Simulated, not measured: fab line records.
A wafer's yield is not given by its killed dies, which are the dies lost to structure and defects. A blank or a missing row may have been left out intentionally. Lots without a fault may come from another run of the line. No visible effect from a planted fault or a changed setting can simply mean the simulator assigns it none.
Split-lot experiment | flow n5 finfet | 39 wafers read from 7 lots, route of 1938 steps

## THE SPLIT ITSELF
At N5_MOL_CONTACT_COAG_VIA_ETCH_46 (etches SiO2 in C4F6/O2, target depth 46 nm, overetch 9.2 nm, time 40 s), the setting target depth a was moved away from the recipe's 460 angstrom on 12 of the 39 wafers read, by -39.6% to +49.9%. For the rest of the wafers, this setting stayed at what the recipe calls for.

The reading comes from the split's own step.

## THE READING
SOC_of_MOL_CONTACT_COAG_COAT_75.thk nm (the simulator's own value, which no gauge read), in nm, at N5_MOL_CONTACT_COAG_VIA_ETCH_46 (etches SiO2 in C4F6/O2, target depth 46 nm, overetch 9.2 nm, time 40 s). No usual value for it is given in the file. Across the 27 wafers here that went through the recipe, the average is 50.7 nm and the standard deviation 0.29 nm.

wafer  | tool, chamber at the split | target depth a as run, angstrom | against the recipe | SOC_of_MOL_CONTACT_COAG_COAT_75.thk nm, nm | against lot-mates on the recipe
L075.1 | rie diel-03, 0,2,1         | 278                             | -39.6%             | 53                                         | +2.1
L075.2 | rie diel-03, 0,2,1         | 278                             | -39.6%             | 53                                         | +2.1
L075.3 | rie diel-03, 0,2,1         | 278                             | -39.6%             | 53                                         | +2.1
L075.4 | rie diel-03, 3             | 460                             | recipe             | 51.2                                       | -
L075.5 | rie diel-03, 0,1           | 460                             | recipe             | 50.8                                       | -
L075.6 | rie diel-03, 0,1           | 460                             | recipe             | 50.8                                       | -
L078.1 | rie diel-06, 1             | 460                             | recipe             | 50.6                                       | -
L078.2 | rie diel-06, 2             | 460                             | recipe             | 50.8                                       | -
L078.4 | rie diel-06, 0             | 460                             | recipe             | 51.4                                       | -
L080.1 | rie diel-02, 0             | 460                             | recipe             | 51                                         | -
L080.2 | rie diel-02, 2,1           | 333.7                           | -27.5%             | 52                                         | +1.3
L080.3 | rie diel-02, 2,1           | 333.7                           | -27.5%             | 52                                         | +1.3
L080.4 | rie diel-02, 0             | 333.7                           | -27.5%             | 52.6                                       | +1.9
L080.5 | rie diel-02, 2,1           | 460                             | recipe             | 50.6                                       | -
L080.6 | rie diel-02, 2,1           | 460                             | recipe             | 50.6                                       | -
L081.1 | rie diel-06, 3             | 369                             | -19.8%             | 51.8                                       | +1.1
L081.2 | rie diel-06, 2             | 369                             | -19.8%             | 52                                         | +1.3
L081.3 | rie diel-06, 1,2           | 460                             | recipe             | 50.6                                       | -
L081.5 | rie diel-06, 1,2           | 460                             | recipe             | 50.6                                       | -
L081.4 | rie diel-06, 0             | 369                             | -19.8%             | 52.4                                       | +1.7
L081.6 | rie diel-06, 3             | 460                             | recipe             | 50.8                                       | -
L082.1 | rie diel-06, 2,1           | 460                             | recipe             | 50.4                                       | -
L082.3 | rie diel-06, 2,1           | 460                             | recipe             | 50.4                                       | -
L082.2 | rie diel-06, 0             | 689.4                           | +49.9%             | 48.4                                       | -2.2
L082.4 | rie diel-06, 2             | 689.4                           | +49.9%             | 48                                         | -2.6
L082.5 | rie diel-06, 1             | 689.4                           | +49.9%             | 47.8                                       | -2.8
L082.6 | rie diel-06, 0             | 460                             | recipe             | 51                                         | -
L087.1 | rie diel-02, 0             | 460                             | recipe             | 50.8                                       | -
L087.2 | rie diel-02, 1,2           | 460                             | recipe             | 50.4                                       | -
L087.4 | rie diel-02, 1,2           | 460                             | recipe             | 50.4                                       | -
L087.3 | rie diel-02, 3,1           | 460                             | recipe             | 50.2                                       | -
L087.6 | rie diel-02, 3,1           | 460                             | recipe             | 50.2                                       | -
L087.5 | rie diel-02, 2             | 460                             | recipe             | 50.6                                       | -
L091.1 | rie diel-03, 2,0,1,0       | 460                             | recipe             | 50.8                                       | -
L091.2 | rie diel-03, 2,0,1,0       | 460                             | recipe             | 50.8                                       | -
L091.3 | rie diel-03, 2,0,1,0       | 460                             | recipe             | 50.8                                       | -
L091.5 | rie diel-03, 2,0,1,0       | 460                             | recipe             | 50.8                                       | -
L091.4 | rie diel-03, 3             | 460                             | recipe             | 51.2                                       | -
L091.6 | rie diel-03, 1             | 460                             | recipe             | 51                                         | -
The file does not say which wafer passed through which chamber wherever a row lists several chambers: such a row stands for several wafers.

FIT RESULTS
A straight line over all 39 wafers: SOC_of_MOL_CONTACT_COAG_COAT_75.thk nm changes by -0.0555 nm for each +1% of target depth a; r = -0.97; the points scatter about the line by 0.29 nm.
The same after taking each lot's own level away (the mean of its wafers on the recipe; 39 wafers): -0.0529 nm for each +1%; r = -0.98; scatter 0.24 nm.
That fit puts the effect of the largest move of target depth a on the reading at 2.6 nm.
The lots' own levels span 50.43 to 50.93 nm, that is 1.7 times the standard deviation above.
So the lot-to-lot level changes the slope little: the two slopes agree.
Check: for one of the wafers moved furthest among these (+49.9%), held out of the fit, the line's prediction against its lot-mates is -2.71 nm. Against them it came out at -2.2 nm.

## OTHER SPLITS APPLIED TO THESE WAFERS
Note: prior to the reading, these wafers also went through further splits. Each is held against what the fit with the lots' levels taken away leaves over:
other split on the same wafers          | wafers away from the commonest value | r with SOC_of_MOL_CONTACT_COAG_COAT_75.thk nm (lot level and that fit taken away)
N5_ZERO_LAYER_DEVELOP_10 develop time s | 18                                   | +0.01
N5_FIN_SAQP_PECVD_47 time s             | 12                                   | -0.20
N5_SD_EPI_N_ETCH_45 target depth a      | 12                                   | +0.02
N5_HKMG_FIN_HK_ALD_01 ald cycles        | 15                                   | +0.00

## FILE'S OWN FIT
SOC_of_MOL_CONTACT_COAG_COAT_75.thk nm changes by -0.0531 nm for each +1% of target depth a, r = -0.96.
